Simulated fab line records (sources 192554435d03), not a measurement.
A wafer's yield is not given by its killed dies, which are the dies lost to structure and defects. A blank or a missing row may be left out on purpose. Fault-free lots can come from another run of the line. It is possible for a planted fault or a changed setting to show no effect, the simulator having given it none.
Problem report in the 8D (eight disciplines) form, filled by code / flow n5 finfet / the parts of the form that need people (team, actions taken, sign-off) are left out

## 1. WHAT IS WRONG
Wafers free of any fault read 0.2 nm (standard deviation 0.74) for M9_OVL at N5_BEOL_M9_OVL_MEAS_12, against a mean of 6.5 nm on 6 wafers of 2 lots. Relative to the usual mean, that is a shift of +8.6 standard deviations.
The first sign was on wafer L873.1 at day 13 14:28, on overlay-01. Wafers with a number at this step in the record: 17, from 6 lots. Rule for "out" (also "out of limits"): further than 4 standard deviations from the usual mean. The rest of the wafers with a number are treated as sound.

## 2. WHAT IT IS, WHAT IT ISN'T
question=which readings at this step | is=M9_OVL | is not=-
question=which lots | is=L867, L873 | is not=L860, L861, L880, L883
question=which wafers of those lots | is=all that have a number | is not=-
question=read on which gauges | is=overlay-01, overlay-02 | is not=-
question=when | is=from day 13 14:28 | is not=up to then (6 sound wafers); but 5 sound wafers of L880, L883 came after

## 3. SUSPECTS, AND WHAT RULES EACH OUT
Counting: any tool at a process step up to the reading is kept as a suspect provided that every lot that is out went through it and no sound lot did after the first of them.
- the gauge at N5_BEOL_M9_OVL_MEAS_12 has been ruled out. The wafers that are out were read on 2 gauges (overlay-01, overlay-02).
- arfi scanner-01 at N5_BEOL_M9_EXPOSE_08 (exposes mask M9): kept. Every lot that is out went through it, starting with L873 (day 13 14:18), and after that it ran no sound lot; the last sound lot it ran before then is L861 (day 8 21:56).
After counting, what remains is arfi scanner-01 at N5_BEOL_M9_EXPOSE_08.

## 4. THE CAUSE (what the simulator had put in)
Scanner matching overlay: arfi scanner-01, from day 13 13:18 on, at N5_BEOL_M9_EXPOSE_08. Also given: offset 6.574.
After counting, this tool was the only one left.

## 5. THE EFFECT CHAIN, in route order
Rows list readings where the struck wafers' mean (over those with a number) sits beyond 3 standard deviations from the usual. Only readings for which the record gives a usual standard deviation are gone through. hours: the time from each lot's start at the first step in this table that gives one to its start at this step, as a median over the lots. sigmas: the change in usual standard deviations.
hours=0; step=N5_BEOL_M9_OVL_MEAS_12; reading=M9_OVL; usual=0.2 nm; on struck wafers=6.5; change=+6.3; sigmas=+8.6
Later steps that measure or inspect, where all struck wafers having a row at the step show a number for every such reading and not one has moved that far: N5_BEOL_M9_INSPECT_13.

## 6. WHAT WOULD HAVE CAUGHT IT SOONER
In this record the first reading out of limits at a measuring or inspecting step was taken at day 13 14:28, 1 hour after the fault began at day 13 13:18.
Of the lots that are out (2), L867 began N5_BEOL_M9_EXPOSE_08 on arfi scanner-01 after day 13 14:28. It would have been spared by a hold on the tool at that moment.
